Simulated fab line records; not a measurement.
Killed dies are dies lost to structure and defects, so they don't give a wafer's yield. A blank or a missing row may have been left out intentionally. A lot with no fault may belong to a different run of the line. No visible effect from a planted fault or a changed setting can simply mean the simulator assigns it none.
What tool caused it? + flow nand-harc + 21 wafers from 7 lots sampled at 2 of the route's 1302 steps

== WHAT EACH GAUGE READ, for each wafer ==
NHARC_A_BLC_CD_MEAS_10: target cd 100 nm.
| lot  | measured     | on        | cd-nm (nm)        |
|------|--------------|-----------|-------------------|
| L564 | day 23 18:45 | cd-sem-03 | 100.8 100.4 100.9 |
| L566 | day 25 12:14 | cd-sem-01 | 100.6 99.4 99.8   |
| L567 | day 25 18:40 | cd-sem-01 | 99.6 99.2 99.5    |
| L571 | day 27 01:08 | cd-sem-03 | 99.7 99.7 100.2   |
| L574 | day 27 13:25 | cd-sem-03 | 100.7 99.5 100.2  |
| L579 | day 30 15:20 | cd-sem-01 | 101.2 101.6 100.3 |
| L583 | day 31 22:38 | cd-sem-01 | 99.4 99.7 99.8    |

== WHICH TOOL RAN EACH LOT (tool, then ch and the chambers of the sampled wafers, then the start) ==
| lot  | NHARC_A_CONTACT_CMP_20        |
|------|-------------------------------|
| L564 | cmp-04 ch 1,2,3, day 23 17:49 |
| L566 | cmp-02 ch 0,1,3, day 25 11:19 |
| L567 | cmp-04 ch 1,3, day 25 17:55   |
| L571 | cmp-02 ch 0,2,3, day 27 00:18 |
| L574 | cmp-04 ch 2,3, day 27 12:32   |
| L579 | cmp-04 ch 1,2,3, day 30 14:37 |
| L583 | cmp-01 ch 0,3, day 31 21:50   |
- NHARC_A_CONTACT_CMP_20: polishes, t overpolish 30 s, target thk 300 nm.

== THE ANSWER, worked out from the rows above alone ==
Rule: what is usual is taken from the lots themselves. Put in order of their means at a reading, lots are off if they are a third of the lots or fewer, leave a main group of 4 or more, and stand apart from it by a gap of 3 or more times the standard deviation of the main group's means; of several such gaps the widest counts. If all means in a main group match to the digits the tables above print for the reading, that group is not used. Also off: a lot with no number at a reading for which 4 or more lots have one. Any other lot the step has rows for is counted as sound.
Across all readings shown, no lot is off: no conclusion can be drawn from this.

== WHAT THE SIMULATOR HAD PUT IN ==
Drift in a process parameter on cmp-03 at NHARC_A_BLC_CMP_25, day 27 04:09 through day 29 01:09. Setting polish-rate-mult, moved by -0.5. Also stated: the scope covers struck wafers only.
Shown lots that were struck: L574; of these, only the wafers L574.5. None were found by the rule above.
